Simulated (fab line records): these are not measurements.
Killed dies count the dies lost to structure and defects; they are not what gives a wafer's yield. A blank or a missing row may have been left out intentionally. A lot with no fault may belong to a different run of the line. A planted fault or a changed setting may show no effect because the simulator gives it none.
A struck lot beside a sound one / flow n5_finfet / 16 out of 1938 route steps
Sound: the wafers L796.2, L796.3, L796.5. Struck: wafer L803.5 (left out: L803.2, a lot-mate that was not struck); the cause follows at the end.
For every step that has rows: the tool of each side, followed by ch and its chambers, followed by its first start. Under that, the readings that differ: sound wafers / struck wafers / difference of the means / sigmas: that difference in standard deviations of wafers without a fault.
alike: a reading whose means differ by less than 2 such deviations, as well as words and numbers matching on both sides. not compared: withheld readings; readings where some wafer has no value; bounds like >300 that might hide an equal value; numbers whose values overlap and for which the record gives no deviation.
Wherever a step has rows on one side only, a row that says differs or no value, or a row with sigmas, the two part there. Non-overlapping numbers with no deviation appear without sigmas and do not part them. A reading missing from all wafers of one side parts the sides only when that side holds two or more wafers.

first, 8 steps without rows for these wafers: N5_MOL_CONTACT_COAG_COAT_76 (time 60 s, resist thk 10 nm); N5_MOL_CONTACT_COAG_COAT_77 (time 60 s, resist thk 10 nm); N5_MOL_CONTACT_COAG_COAT_78 (resist thk 40 nm); N5_MOL_CONTACT_COAG_EBR_80; N5_MOL_CONTACT_COAG_SOFTBAKE_79 (time 60 s); N5_MOL_CONTACT_COAG_EXPOSE_81 (exposes mask VG, defocus 0 nm); N5_MOL_CONTACT_COAG_PEB_82 (peb time 60 s); N5_MOL_CONTACT_COAG_DEVELOP_83 (develop time 30 s).
N5_MOL_CONTACT_COAG_CD_MEAS_84: target cd 25.1 nm.
  sound on cd_sem-01 ch 0, day 7 05:04; struck on cd_sem-01 ch 0, day 8 19:25
  alike: cd_nm
N5_MOL_CONTACT_COAG_OVL_MEAS_85:
  sound on overlay-02 ch 0, day 7 05:07; struck on overlay-01 ch 0, day 8 19:27
  alike: VG_OVL
N5_MOL_CONTACT_COAG_INSPECT_57: inspects for defects (brightfield).
  sound on defect_inspect-02, day 7 05:10; struck on defect_inspect-01, day 8 19:30
  alike: raw_defect_count
N5_MOL_CONTACT_COAG_DESCUM_88: chemistry O2, time 7 s.
  sound on rie_diel-05 ch 0,1, day 7 05:33; struck on rie_diel-05 ch 2, day 8 19:45
reading=throttle_valve_pct (%); sound=20.38 20.17 20.37; struck=19.81; difference=-0.50; sigmas=-2
  alike: drypump_motor_current_A, oes_product_au, rf_vpp_V, showerhead_plenum_p_Torr
  not compared: rf_hours_counter_h
N5_MOL_CONTACT_COAG_ETCH_89: etches underlayer in N2/H2, target depth 13 nm, time 10.4 s.
  sound on rie_diel-05 ch 0,1, day 7 05:35; struck on rie_diel-05 ch 2, day 8 19:47
reading=etch_rf_on_time_s (s); sound=10.29 10.37 10.41; struck=16.19; difference=+5.83; sigmas=+42
reading=throttle_valve_pct (%); sound=17.85 17.60 17.83; struck=17.17; difference=-0.59; sigmas=-3
  alike: bias_w, drypump_motor_current_A, oes_product_au, rf_vpp_V, showerhead_plenum_p_Torr
  not compared: rf_hours_counter_h
N5_MOL_CONTACT_COAG_ETCH_90: etches SiARC in CF4, target depth 13 nm, time 21.7 s.
  sound on rie_diel-05 ch 0,1, day 7 05:36; struck on rie_diel-05 ch 2, day 8 19:49
reading=throttle_valve_pct (%); sound=15.50 15.43 15.48; struck=15.01; difference=-0.46; sigmas=-2
  alike: bias_w, drypump_motor_current_A, etch_rf_on_time_s, oes_product_au, rf_vpp_V, showerhead_plenum_p_Torr
  not compared: rf_hours_counter_h
-- record jumps: 3 days separate the struck wafers' starts on either side; left off in module MOL_CONTACT_COAG, taken up again in module BEOL_M4, whose first shown step is the route's number 1111 --
N5_BEOL_M4_RC_MEAS_101:
  sound on prober-01 ch 0, day 10 01:55; struck on prober-02 ch 0, day 11 20:56
  alike: DIBL_N, DIBL_P, IOFF_N, IOFF_P, ION_N, ION_P, SS_N, SS_P, VT_N, VT_P
next, for these wafers, 1 step has no rows: N5_PASSIVATION_PROBE_49.

== WHERE THEY PART ==
Last at N5_MOL_CONTACT_COAG_ETCH_90 as far as this record goes, first at N5_MOL_CONTACT_COAG_DESCUM_88. Later steps at which nothing parts them and some readings are alike: N5_BEOL_M4_RC_MEAS_101.

WHY: the cause the simulator had injected
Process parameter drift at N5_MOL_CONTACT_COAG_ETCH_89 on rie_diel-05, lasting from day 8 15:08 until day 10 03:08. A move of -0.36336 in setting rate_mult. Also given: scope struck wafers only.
